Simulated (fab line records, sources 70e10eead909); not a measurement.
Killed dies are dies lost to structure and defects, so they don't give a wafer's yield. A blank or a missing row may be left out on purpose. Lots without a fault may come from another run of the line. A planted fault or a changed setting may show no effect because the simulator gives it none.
fab line records | flow nand_harc
record lots=24 wafers=72 last_day=34
route steps=1302 shown P_M1@295 P_M2@335
lots that met no fault: from a run of the same line without faults
start_h: hours from the record's first day to the start of the lot's first wafer shown | wait_h: hours since the lot's step before | " the same as in the row above | L1.1+2: a row that stands for several wafers | - no value, or no start given | * or withheld: withheld | < > ~ a bound
route shown NAME@n: a module of which the file shows steps, and the number in the route of the first | usual: mean/standard deviation of fault-free wafers | same: alike in all rows | chamber/n: place in a boat | sites: the reading at each site | _std_site: their standard deviation | _edge_site: outer sites' mean less inner sites' | radius_mm: how far each site lies from the wafer's centre | mask NAME#n: copy n | behind: the tool/chamber that last shaped the wafer | hold: why the lot was held/for how many hours/how that ended | device: the transistor (n, p or np) that didn't switch | end of line: the same wafers' tests at the end of the route | a step without rows: its recipe alone | killed: dies lost to structure and defects at the first sort, not the wafer's yield | map: a wafer's dies, x killed, . not, _ none there
set.NAME: the setting as run; set.NAME@STEP: as run at that earlier step | model.NAME: the simulator's own value behind a step, which no gauge read
steps of the route over a sample of lots; a table a step, a row a wafer
services: from which hour (start_h, from the record's first day; less than 0 if before it) a tool's chamber was out of use, for how many hours, and why
## steps
# step NHARC_P_M1_CD_MEAS_09
# recipe target_cd_nm=130 landing_energy_ev=500
# usual cd_nm=129.5/0.75
# columns lot.wafer tool chamber start_h wait_h cd_nm
L074.1 cd_sem-02 0 122.20 - 128.7
L074.3 " 0 " " 128.6
L074.6 " 0 " " 129.4
L075.1 cd_sem-02 0 136.27 - 129.0
L075.2 " 0 " " 128.8
L075.5 " 0 " " 128.9
L076.1 cd_sem-03 0 141.36 - 128.8
L076.3 " 0 " " 130.2
L076.5 " 0 " " 130.4
L077.2 cd_sem-02 0 155.71 - 129.8
L077.3 " 0 " " 131.1
L077.5 " 0 " " 129.1
L078.2 cd_sem-02 0 165.41 - 129.4
L078.3 " 0 " " 129.7
L078.5 " 0 " " 130.3
L079.3 cd_sem-02 0 171.94 - 128.9
L079.5 " 0 " " 129.8
L079.6 " 0 " " 130.1
L080.1 cd_sem-02 0 188.73 - 128.5
L080.4 " 0 " " 130.4
L080.6 " 0 " " 130.1
L081.1 cd_sem-02 0 193.24 - 130.1
L081.2 " 0 " " 130.8
L081.5 " 0 " " 130.9
L082.2 cd_sem-01 0 209.94 - 130.6
L082.3 " 0 " " 129.2
L082.5 " 0 " " 128.9
L083.1 cd_sem-01 0 218.35 - 129.0
L083.2 " 0 " " 130.6
L083.4 " 0 " " 130.1
L084.2 cd_sem-01 0 237.02 - 129.2
L084.5 " 0 " " 129.4
L084.6 " 0 " " 128.8
L085.3 cd_sem-01 0 244.39 - 129.2
L085.4 " 0 " " 130.3
L085.5 " 0 " " 128.0
L086.3 cd_sem-02 0 245.37 - 130.0
L086.5 " 0 " " 127.8
L086.6 " 0 " " 130.4
L087.1 cd_sem-02 0 273.33 - 130.1
L087.3 " 0 " " 128.8
L087.6 " 0 " " 129.4
L088.4 cd_sem-03 0 274.22 - 130.2
L088.5 " 0 " " 128.2
L088.6 " 0 " " 129.0
L090.3 cd_sem-01 0 284.23 - 128.5
L090.5 " 0 " " 129.5
L090.6 " 0 " " 128.1
L089.2 cd_sem-01 0 284.98 - 130.0
L089.4 " 0 " " 130.5
L089.5 " 0 " " 129.2
L091.1 cd_sem-02 0 292.16 - 129.5
L091.2 " 0 " " 128.7
L091.5 " 0 " " 128.9
L092.1 cd_sem-02 0 305.36 - 130.4
L092.3 " 0 " " 129.0
L092.4 " 0 " " 128.8
L093.1 cd_sem-03 0 318.53 - 128.8
L093.2 " 0 " " 130.3
L093.6 " 0 " " 128.9
L094.2 cd_sem-01 0 326.87 - 130.2
L094.3 " 0 " " 130.3
L094.4 " 0 " " 130.6
L096.1 cd_sem-03 0 347.89 - 130.3
L096.4 " 0 " " 130.6
L096.6 " 0 " " 130.4
L095.1 cd_sem-03 0 348.49 - 128.8
L095.2 " 0 " " 130.3
L095.5 " 0 " " 129.5
L097.1 cd_sem-03 0 358.21 - 129.8
L097.3 " 0 " " 128.8
L097.5 " 0 " " 130.4
# step NHARC_P_M1_INSPECT_11
# usual raw_defect_count=4.7/2.6
# columns lot.wafer tool chamber start_h wait_h raw_defect_count
L074.1 defect_inspect-02 - 122.32 0.0 7
L074.3 " - " " 1
L074.6 " - " " 5
L075.1 defect_inspect-02 - 136.39 0.0 2
L075.2 " - " " 3
L075.5 " - " " 3
L076.1 defect_inspect-01 - 141.48 0.0 2
L076.3 " - " " 5
L076.5 " - " " 4
L077.2 defect_inspect-02 - 155.83 0.0 4
L077.3 " - " " 3
L077.5 " - " " 8
L078.2 defect_inspect-02 - 165.53 0.0 4
L078.3 " - " " 8
L078.5 " - " " 5
L079.3 defect_inspect-01 - 172.06 0.0 7
L079.5 " - " " 2
L079.6 " - " " 5
L080.1 defect_inspect-01 - 188.85 0.0 9
L080.4 " - " " 5
L080.6 " - " " 10
L081.1 defect_inspect-02 - 193.36 0.0 2
L081.2 " - " " 5
L081.5 " - " " 1
L082.2 defect_inspect-01 - 210.07 0.0 4
L082.3 " - " " 6
L082.5 " - " " 5
L083.1 defect_inspect-02 - 218.48 0.0 3
L083.2 " - " " 4
L083.4 " - " " 2
L084.2 defect_inspect-01 - 237.15 0.0 4
L084.5 " - " " 1
L084.6 " - " " 5
L085.3 defect_inspect-02 - 244.52 0.0 2
L085.4 " - " " 6
L085.5 " - " " 10
L086.3 defect_inspect-01 - 245.49 0.0 3
L086.5 " - " " 5
L086.6 " - " " 9
L087.1 defect_inspect-02 - 273.45 0.0 7
L087.3 " - " " 2
L087.6 " - " " 3
L088.4 defect_inspect-02 - 274.34 0.0 0
L088.5 " - " " 3
L088.6 " - " " 4
L090.3 defect_inspect-02 - 284.35 0.0 7
L090.5 " - " " 4
L090.6 " - " " 5
L089.2 defect_inspect-01 - 285.10 0.0 6
L089.4 " - " " 5
L089.5 " - " " 9
L091.1 defect_inspect-02 - 292.29 0.0 5
L091.2 " - " " 4
L091.5 " - " " 3
L092.1 defect_inspect-01 - 305.48 0.0 3
L092.3 " - " " 3
L092.4 " - " " 3
L093.1 defect_inspect-02 - 318.66 0.0 3
L093.2 " - " " 4
L093.6 " - " " 3
L094.2 defect_inspect-02 - 326.99 0.0 6
L094.3 " - " " 11
L094.4 " - " " 1
L096.1 defect_inspect-01 - 348.02 0.0 10
L096.4 " - " " 7
L096.6 " - " " 6
L095.1 defect_inspect-02 - 348.62 0.0 6
L095.2 " - " " 10
L095.5 " - " " 5
L097.1 defect_inspect-02 - 358.34 0.0 12
L097.3 " - " " 6
L097.5 " - " " 4
# step NHARC_P_M1_ETCH_15
# recipe target_depth_a=1825 time_s=91.2 c4f8_flow_sccm=withheld ar_flow_sccm=400 rf_w=600 bias_w=300 chemistry=C4F8/Ar
# usual oes_product_au=0.949/0.023 rf_vpp_V=440.6/2.8
# columns lot.wafer tool chamber start_h wait_h oes_product_au rf_hours_counter_h rf_vpp_V
L074.1 rie_diel-04 2 - - 0.969 5 440.6
L074.3 " 0 " " 0.971 5 436.0
L074.6 " 2 " " 0.973 - 439.8
L075.2 rie_diel-04 1 - - 0.959 6 443.4
L075.1 " 3 " " 0.936 5 439.5
L075.5 " 0 " " 0.941 - 437.8
L076.3 rie_diel-08 3 - - 0.937 11 446.6
L076.1 " 0 " " 0.923 11 442.7
L076.5 " 2 " " 0.919 - 438.1
L077.2 rie_diel-04 3 - - 0.964 7 439.5
L077.3 " 0 " " 0.958 7 434.7
L077.5 " 3 " " 0.957 - 438.8
L078.2 rie_diel-04 2 - - 0.932 8 438.3
L078.3 " 0 " " 0.911 7 437.7
L078.5 " 1 " " 0.928 - 444.8
L079.3 rie_diel-08 2 - - 0.941 10 438.5
L079.6 " 0 " " 0.940 - 443.8
L079.5 " 1 " " 0.941 - 439.9
L080.1 rie_diel-08 2 - - 0.964 11 437.9
L080.4 " 1 " " 0.957 14 439.9
L080.6 " 3 " " 0.964 - 443.8
L081.2 rie_diel-05 1 - - 0.936 41 443.8
L081.1 " 0 " " 0.939 41 441.1
L081.5 " 2 " " 0.915 - 437.9
L082.2 rie_diel-08 1 - - 0.960 0 440.7
L082.3 " 2 " " 0.991 0 438.0
L082.5 " 1 " " 0.964 - 442.4
L083.1 rie_diel-04 3 - - 0.954 1 439.6
L083.4 " 0 " " 0.978 2 436.3
L083.2 " 1 " " 0.965 2 443.8
L084.2 rie_diel-08 2 - - 0.966 3 439.3
L084.6 " 3 " " 0.990 - 445.5
L084.5 " 0 " " 0.944 - 440.9
L085.4 rie_diel-04 2 - - 0.974 4 439.9
L085.3 " 3 " " 0.950 3 440.4
L085.5 " 0 " " 0.970 - 437.1
L086.3 rie_diel-04 2 - - 0.969 4 439.8
L086.5 " 2 " " 0.974 - 441.3
L086.6 " 3 " " 0.943 - 439.2
L087.1 rie_diel-04 1 - - 0.965 6 443.7
L087.3 " 3 " " 0.968 4 440.4
L087.6 " 0 " " 1.000 - 436.2
L088.4 rie_diel-04 2 - - 0.950 6 439.2
L088.5 " 3 " " 0.950 - 441.8
L088.6 " 0 " " 0.994 - 436.5
L090.3 rie_diel-08 2 - - 0.917 7 438.0
L090.5 " 2 " " 0.922 - 436.7
L090.6 " 3 " " 0.930 - 446.1
L089.4 rie_diel-04 3 - - 0.916 5 440.1
L089.2 " 0 " " 0.942 6 437.3
L089.5 " 3 " " 0.916 - 439.9
L091.2 rie_diel-04 2 - - 0.915 7 438.5
L091.1 " 3 " " 0.918 6 440.9
L091.5 " 1 " " 0.921 - 444.4
L092.3 rie_diel-08 3 - - 0.950 11 444.3
L092.4 " 0 " " 0.914 10 443.1
L092.1 " 1 " " 0.924 9 441.2
L093.2 rie_diel-08 3 - - 0.938 11 443.9
L093.1 " 1 " " 0.930 10 439.4
L093.6 " 3 " " 0.934 - 445.6
L094.2 rie_diel-08 3 - - 0.954 12 444.2
L094.4 " 0 " " 0.941 11 443.3
L094.3 " 2 " " 0.934 10 438.0
L096.4 rie_diel-04 0 - - 0.990 9 439.1
L096.1 " 1 " " 0.986 9 443.6
L096.6 " 3 " " 0.954 - 439.3
L095.2 rie_diel-04 0 - - 0.946 9 436.1
L095.1 " 2 " " 0.920 10 438.1
L095.5 " 3 " " 0.923 - 441.1
L097.1 rie_diel-05 0 - - 0.925 41 439.4
L097.3 " 2 " " 0.937 41 436.8
L097.5 " 0 " " 0.922 - 438.7
# step NHARC_P_M1_DEGAS_29
# recipe temp_c=250 time_s=60
# usual heater_power_w=328/22
# columns lot.wafer tool chamber start_h wait_h heater_power_w
L074.3 pvd_sputter-02 - 123.44 - 311
L074.1 " - " " 343
L074.6 " - " " 376
L075.1 pvd_sputter-03 - 137.48 - 307
L075.2 " - " " 320
L075.5 " - " " 310
L076.3 pvd_sputter-03 - 142.59 - 318
L076.1 " - " " 354
L076.5 " - " " 300
L077.3 pvd_sputter-02 - 157.32 - 352
L077.2 " - " " 334
L077.5 " - " " 346
L078.3 pvd_sputter-01 - 166.60 - 347
L078.2 " - " " 314
L078.5 " - " " 332
L079.3 pvd_sputter-02 - 173.21 - 333
L079.6 " - " " 379
L079.5 " - " " 306
L080.1 pvd_sputter-02 - 189.95 - 300
L080.4 " - " " 343
L080.6 " - " " 376
L081.2 pvd_sputter-01 - 194.45 - 337
L081.1 " - " " 340
L081.5 " - " " 333
L082.2 pvd_sputter-03 - 211.21 - 324
L082.3 " - " " 297
L082.5 " - " " 295
L083.4 pvd_sputter-01 - 219.57 - 312
L083.1 " - " " 315
L083.2 " - " " 345
L084.2 pvd_sputter-03 - 238.30 - 315
L084.5 " - " " 319
L084.6 " - " " 301
L085.3 pvd_sputter-02 - 245.60 - 295
L085.4 " - " " 346
L085.5 " - " " 306
L086.3 pvd_sputter-01 - 246.57 - 350
L086.5 " - " " 350
L086.6 " - " " 354
L087.1 pvd_sputter-02 - 274.53 - 340
L087.3 " - " " 372
L087.6 " - " " 335
L088.4 pvd_sputter-03 - 275.43 - 329
L088.5 " - " " 330
L088.6 " - " " 325
L090.3 pvd_sputter-03 - 285.46 - 338
L090.5 " - " " 327
L090.6 " - " " 308
L089.4 pvd_sputter-03 - 286.18 - 306
L089.2 " - " " 330
L089.5 " - " " 307
L091.1 pvd_sputter-01 - 293.38 - 350
L091.2 " - " " 315
L091.5 " - " " 335
L092.3 pvd_sputter-01 - 306.56 - 313
L092.1 " - " " 312
L092.4 " - " " 358
L093.1 pvd_sputter-03 - 319.74 - 308
L093.2 " - " " 332
L093.6 " - " " 298
L094.2 pvd_sputter-01 - 328.07 - 305
L094.4 " - " " 316
L094.3 " - " " 336
L096.4 pvd_sputter-01 - 349.14 - 354
L096.1 " - " " 317
L096.6 " - " " 324
L095.1 pvd_sputter-02 - 349.71 - 373
L095.2 " - " " 346
L095.5 " - " " 305
L097.1 pvd_sputter-02 - 359.43 - 312
L097.3 " - " " 374
L097.5 " - " " 346
# step NHARC_P_M2_STRIP_18
# recipe power_w=1000 n2_flow_sccm=150 h2_flow_sccm=150 ar_flow_sccm=0 bias_w=0 chemistry=N2/H2
# usual drypump_motor_current_A=5.8/0.41 oes_product_au=0.995/0.011 rf_vpp_V=90.6/1 showerhead_plenum_p_Torr=2.03/0.1 throttle_valve_pct=14.171/0.0089
# columns lot.wafer tool chamber start_h wait_h drypump_motor_current_A oes_product_au rf_hours_counter_h rf_vpp_V showerhead_plenum_p_Torr throttle_valve_pct
L074.1 rie_diel-02 3 127.02 0.1 6.3 0.994 4.4 90.7 2.08 14.171
L074.3 " 1 " " 5.7 1.019 4.2 91.7 2.15 14.170
L074.6 " 3 " " 6.2 0.983 - 92.1 2.08 14.163
L075.1 rie_diel-02 3 141.05 0.1 6.2 0.977 5.3 91.2 2.08 14.173
L075.2 " 0 " " 6.3 0.985 4.8 89.0 1.91 14.172
L075.5 " 1 " " 5.7 1.005 - 91.2 2.15 14.161
L076.1 rie_diel-02 0 146.16 0.1 6.3 0.995 5.1 90.0 1.91 14.166
L076.3 " 2 " " 5.8 0.997 5.5 90.2 1.98 14.178
L076.5 " 1 " " 5.7 1.002 - 92.1 2.15 14.183
L077.2 rie_diel-02 3 160.73 0.1 6.2 0.982 6.1 91.0 2.08 14.152
L077.3 " 0 " " 6.3 0.986 5.7 89.7 1.91 14.177
L077.5 " 2 " " 5.9 0.997 - 90.0 1.98 14.163
L078.3 rie_diel-09 1 170.15 0.1 5.4 1.008 1.3 92.0 2.07 14.153
L078.2 " 2 " " 4.8 1.004 1.1 91.5 2.05 14.141
L078.5 " 0 " " 6.5 0.995 - 89.6 1.90 14.182
L079.3 rie_diel-02 2 176.68 0.1 5.9 1.000 7.4 90.5 1.98 14.161
L079.5 " 3 " " 6.2 0.984 - 92.3 2.08 14.156
L079.6 " 2 " " 5.9 0.998 - 89.8 1.98 14.180
L080.1 rie_diel-01 1 193.44 0.1 5.4 0.993 9.2 88.9 1.95 14.161
L080.4 " 2 " " 5.7 0.991 8.5 92.3 2.19 14.179
L080.6 " 1 " " 5.4 0.997 - 91.1 1.95 14.166
L081.1 rie_diel-01 3 198.09 0.1 5.9 0.995 8.6 92.2 2.17 14.171
L081.2 " 0 " " 6.0 0.988 9.2 90.4 1.92 14.168
L081.5 " 3 " " 5.9 0.989 - 91.5 2.17 14.173
L082.3 rie_diel-02 2 214.86 0.1 5.8 0.981 9.9 90.3 1.98 14.159
L082.2 " 0 " " 6.3 0.986 9.3 89.4 1.91 14.168
L082.5 " 2 " " 5.8 0.993 - 90.4 1.98 14.172
L083.4 rie_diel-01 1 223.21 0.1 5.4 0.991 0.5 89.4 1.94 14.166
L083.2 " 3 " " 5.9 0.974 0.9 91.4 2.17 14.157
L083.1 " 0 " " 6.0 0.973 0.8 89.9 1.92 14.172
L084.2 rie_diel-09 3 241.83 0.1 5.5 0.981 4.7 91.5 2.01 14.180
L084.5 " 2 " " 4.9 1.016 - 90.2 2.05 14.171
L084.6 " 3 " " 5.5 0.989 - 91.1 2.01 14.176
L085.4 rie_diel-01 0 249.19 0.1 6.0 0.986 2.6 89.7 1.92 14.150
L085.3 " 3 " " 5.8 0.986 2.7 93.2 2.16 14.169
L085.5 " 1 " " 5.4 1.007 - 91.2 1.94 14.167
L086.3 rie_diel-09 1 250.53 0.1 5.4 0.994 4.6 91.2 2.07 14.163
L086.6 " 1 " " 5.4 0.991 - 90.7 2.07 14.179
L086.5 " 2 " " 4.8 1.013 - 91.2 2.05 14.160
L087.3 rie_diel-09 3 277.91 0.1 5.5 0.995 6.8 92.2 2.01 14.180
L087.1 " 2 " " 4.8 1.029 5.6 90.7 2.05 14.172
L087.6 " 0 " " 6.4 1.007 - 91.1 1.89 14.165
L088.4 rie_diel-01 0 278.85 0.1 6.0 0.990 4.2 89.4 1.92 14.168
L088.5 " 3 " " 5.9 0.987 - 91.6 2.16 14.178
L088.6 " 0 " " 6.1 0.996 - 90.9 1.92 14.178
L090.3 rie_diel-01 3 288.94 0.1 5.9 0.985 4.5 90.5 2.16 14.163
L090.6 " 3 " " 5.8 0.987 - 90.5 2.16 14.173
L090.5 " 0 " " 6.0 0.990 - 91.8 1.92 14.174
L089.4 rie_diel-02 2 289.70 0.1 5.8 0.997 2.6 90.4 1.98 14.178
L089.2 " 1 " " 5.7 0.997 2.2 90.3 2.15 14.179
L089.5 " 2 " " 5.8 0.991 - 90.4 1.98 14.174
L091.2 rie_diel-01 2 296.90 0.1 5.7 0.984 5.7 89.4 2.19 14.165
L091.1 " 3 " " 5.8 0.993 5.7 91.4 2.16 14.179
L091.5 " 1 " " 5.4 0.998 - 91.8 1.94 14.167
L092.3 rie_diel-09 1 310.08 0.1 5.4 0.989 7.4 90.6 2.07 14.173
L092.4 " 2 " " 4.8 1.006 6.9 90.4 2.05 14.170
L092.1 " 3 " " 5.5 0.972 8.3 89.7 2.01 14.173
L093.2 rie_diel-01 3 323.25 0.1 5.8 0.989 6.2 92.9 2.16 14.163
L093.1 " 1 " " 5.4 1.007 6.8 89.2 1.94 14.177
L093.6 " 0 " " 6.0 0.983 - 88.4 1.92 14.171
L094.2 rie_diel-09 3 331.60 0.1 5.5 0.992 0.1 90.5 2.01 14.163
L094.3 " 2 " " 4.8 1.015 0.1 89.9 2.05 14.171
L094.4 " 3 " " 5.5 0.995 - 89.7 2.01 14.167
L096.1 rie_diel-02 0 352.63 0.1 6.3 1.007 5.4 89.8 1.90 14.182
L096.4 " 1 " " 5.7 1.003 5.8 91.0 2.15 14.170
L096.6 " 1 " " 5.7 0.998 - 91.1 2.15 14.161
L095.2 rie_diel-02 0 353.24 0.1 6.3 1.001 5.5 89.0 1.90 14.168
L095.1 " 2 " " 5.8 1.000 6.5 89.4 1.98 14.167
L095.5 " 0 " " 6.3 1.014 - 88.7 1.90 14.170
L097.1 rie_diel-02 2 362.82 0.1 5.8 0.995 6.8 89.2 1.98 14.175
L097.3 " 1 " " 5.7 0.985 6.2 92.3 2.15 14.161
L097.5 " 2 " " 5.8 1.002 - 91.5 1.98 14.178
# step NHARC_P_M2_ANNEAL_31
# recipe temp_c=225 time_s=90
# usual anneal_temp_c_max=226.31/0.26 wafer_temp_C_max=225.73/0.2
# columns lot.wafer tool chamber start_h wait_h anneal_temp_c_max wafer_temp_C_max
L074.1 rtp_anneal-01 0 128.37 - 226.10 225.62
L074.3 " 0 " " 226.13 225.40
L074.6 " 0 " " 225.94 225.42
L075.1 rtp_anneal-02 0 142.37 0.3 226.31 225.46
L075.2 " 0 " " 226.45 225.68
L075.5 " 0 " " 226.28 225.77
L076.1 rtp_anneal-02 0 147.95 - 226.22 225.69
L076.3 " 0 " " 226.10 225.77
L076.5 " 0 " " 225.75 225.91
L077.2 rtp_anneal-01 0 162.84 0.4 226.45 225.72
L077.3 " 0 " " 226.58 225.61
L077.5 " 0 " " 226.56 225.95
L078.2 rtp_anneal-02 0 171.52 - 226.16 225.79
L078.3 " 0 " " 225.70 225.75
L078.5 " 0 " " 225.71 225.57
L079.3 rtp_anneal-01 0 178.32 - 226.46 225.50
L079.5 " 0 " " 226.30 225.86
L079.6 " 0 " " 226.35 226.01
L080.1 rtp_anneal-01 0 194.84 - 226.59 225.46
L080.4 " 0 " " 226.22 225.78
L080.6 " 0 " " 226.31 225.56
L081.1 rtp_anneal-01 0 199.47 - 226.24 225.72
L081.2 " 0 " " 226.17 225.77
L081.5 " 0 " " 225.93 225.76
L082.2 rtp_anneal-01 0 216.28 0.4 226.07 225.69
L082.3 " 0 " " 226.18 225.79
L082.5 " 0 " " 226.11 225.38
L083.1 rtp_anneal-02 0 224.59 0.3 225.97 225.65
L083.2 " 0 " " 226.21 225.98
L083.4 " 0 " " 226.10 225.78
L084.2 rtp_anneal-02 0 243.24 0.4 226.48 226.22
L084.5 " 0 " " 226.55 225.82
L084.6 " 0 " " 226.32 225.79
L085.3 rtp_anneal-02 0 250.73 - 226.30 225.79
L085.4 " 0 " " 226.17 225.71
L085.5 " 0 " " 226.60 225.81
L086.3 rtp_anneal-02 0 252.01 - 226.30 225.57
L086.5 " 0 " " 226.29 225.54
L086.6 " 0 " " 226.20 225.97
L087.1 rtp_anneal-02 0 279.33 - 226.57 225.66
L087.3 " 0 " " 226.85 225.46
L087.6 " 0 " " 225.96 225.81
L088.4 rtp_anneal-01 0 280.36 - 226.28 225.91
L088.5 " 0 " " 225.86 226.01
L088.6 " 0 " " 225.95 225.88
L090.3 rtp_anneal-02 0 290.42 - 225.74 225.44
L090.5 " 0 " " 226.17 226.03
L090.6 " 0 " " 226.28 225.68
L089.2 rtp_anneal-01 0 291.13 0.4 226.19 225.86
L089.4 " 0 " " 226.56 225.82
L089.5 " 0 " " 226.22 225.70
L091.1 rtp_anneal-01 0 298.26 - 226.37 225.43
L091.2 " 0 " " 226.09 225.91
L091.5 " 0 " " 226.21 225.60
L092.1 rtp_anneal-01 0 311.42 - 226.04 225.46
L092.3 " 0 " " 226.09 225.78
L092.4 " 0 " " 225.71 225.64
L093.1 rtp_anneal-01 0 324.63 - 226.37 225.53
L093.2 " 0 " " 226.80 225.47
L093.6 " 0 " " 226.48 225.73
L094.2 rtp_anneal-02 0 333.10 0.3 226.18 225.61
L094.3 " 0 " " 226.76 225.74
L094.4 " 0 " " 226.52 225.93
L096.1 rtp_anneal-01 0 354.12 0.3 226.48 225.57
L096.4 " 0 " " 226.61 225.71
L096.6 " 0 " " 226.59 225.86
L095.1 rtp_anneal-02 0 354.61 - 226.15 225.64
L095.2 " 0 " " 226.34 225.73
L095.5 " 0 " " 226.60 225.52
L097.1 rtp_anneal-01 0 364.20 0.3 226.64 225.70
L097.3 " 0 " " 226.55 225.34
L097.5 " 0 " " 226.52 225.63
## services
# columns tool chamber start_h hours kind
pvd_sputter-02 - 104.00 10.0 pm
pvd_sputter-01 - 113.05 27.2 repair
rie_diel-02 - 118.30 0.6 repair
rie_diel-02 - 121.04 0.2 repair
rie_diel-08 - 152.29 1.1 repair
rie_diel-08 3 153.80 1.9 repair
rie_diel-02 1 158.56 31.6 repair
pvd_sputter-03 - 161.20 8.2 repair
pvd_sputter-03 - 170.00 10.0 pm
rie_diel-04 - 177.90 9.0 pm
pvd_sputter-02 - 180.23 7.5 repair
rie_diel-08 - 190.83 9.0 pm
rie_diel-02 1 191.53 11.1 repair
rie_diel-02 0 192.63 1.2 repair
pvd_sputter-03 - 200.36 1.7 repair
rie_diel-04 3 202.26 9.3 repair
rie_diel-01 - 204.31 9.0 pm
pvd_sputter-01 - 210.43 8.1 repair
rie_diel-02 2 212.08 1.7 repair
rie_diel-02 - 216.70 9.0 pm
rie_diel-02 3 228.12 17.8 repair
rie_diel-04 3 233.51 8.7 repair
rie_diel-08 1 354.84 1.3 repair
rie_diel-04 - 354.90 9.0 pm
## key
fault none
